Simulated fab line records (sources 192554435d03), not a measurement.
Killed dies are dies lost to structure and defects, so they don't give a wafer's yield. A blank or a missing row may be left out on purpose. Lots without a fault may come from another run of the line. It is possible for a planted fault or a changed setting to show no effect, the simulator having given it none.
One fault through the eyes of 2 desks	flow n5Finfet	numbers are kept per desk, each desk with only its own; the story behind them comes last

TOOL OWNER'S DESK, rieDiel-05
The tool's own readings at N5_BEOL_M3_STRIP_19 (strips in O2): means of the sampled wafers that have a number, for each lot that ran on this tool. If a lot's mean is further than 4 standard deviations from the usual mean, the lot is out of limits and carries the mark OUT (the distance appears in the brackets).
Columns: A = chamberPressureMTorr at N5_BEOL_M3_STRIP_19, usual 30.000 mTorr; B = drypumpMotorCurrentA at N5_BEOL_M3_STRIP_19, usual 5.64 A; C = oesProductAu at N5_BEOL_M3_STRIP_19, usual 0.78 a.u.; D = rfVppV at N5_BEOL_M3_STRIP_19, usual 3.6 V; E = showerheadPlenumPTorr at N5_BEOL_M3_STRIP_19, usual 2.12 Torr; F = throttleValvePct at N5_BEOL_M3_STRIP_19, usual 16.66 %
lot	first seen here	A	B	C	D	E	F
L526	day 9 07:05	29.967	5.77	0.72	3.0	2.12	16.76
L529	day 9 14:05	29.990	5.62	0.79	3.6	2.14	16.53
L531	day 9 16:58	29.996	5.54	0.76	4.2	2.09	16.77
This desk found nothing out of limits on any of the 3 lots.

METROLOGY DESK
Lot by lot, what the gauges showed, no matter which tool ran the lot: averages of those sampled wafers that carry a number. If a lot's mean is further than 4 standard deviations from the usual mean, the lot is out of limits and carries the mark OUT (the distance appears in the brackets). Of its 11 readings 7 are shown: those that lie furthest out on some lot.
Columns: A = cdNm at N5_BEOL_M3_CD_MEAS_11, usual 17.07 nm; B = DIBL_P at N5_BEOL_M4_RC_MEAS_101, usual 35.9 mV/V; C = IOFF_P at N5_BEOL_M4_RC_MEAS_101, usual 0.21 nA/um; D = ION_N at N5_BEOL_M4_RC_MEAS_101, usual 672 uA/um; E = SS_N at N5_BEOL_M4_RC_MEAS_101, usual 71.5 mV/dec; F = VT_N at N5_BEOL_M4_RC_MEAS_101, usual 250 mV; G = VT_P at N5_BEOL_M4_RC_MEAS_101, usual -250 mV
lot	first seen here	A	B	C	D	E	F	G
L522	day 7 14:05	16.90	36.5	0.23	677	71.7	248	-247
L524	day 8 06:51	16.84	35.4	0.16	670	71.0	251	-254
L526	day 9 06:35	16.97	38.5	0.20	677	71.0	252	-253
L529	day 9 13:12	16.90	36.3	0.22	681	71.1	248	-248
L531	day 9 16:29	17.33	34.9	0.21	676	71.5	250	-247
L533	day 10 03:41	16.63	-	-	-	-	-	-
L534	day 10 07:43	17.13	-	-	-	-	-	-
L537	day 11 17:34	17.05	36.8	0.22	688	71.3	246	-250
L543	day 13 05:28	17.16	35.3	0.20	670	71.6	254	-252
This desk found nothing out of limits on any of the 9 lots.

TAKEN TOGETHER
The desk of the tool owner found nothing out of limits.
At the metrology desk, nothing out of limits was observed.

WHAT HAD BEEN PUT IN BY THE SIMULATOR
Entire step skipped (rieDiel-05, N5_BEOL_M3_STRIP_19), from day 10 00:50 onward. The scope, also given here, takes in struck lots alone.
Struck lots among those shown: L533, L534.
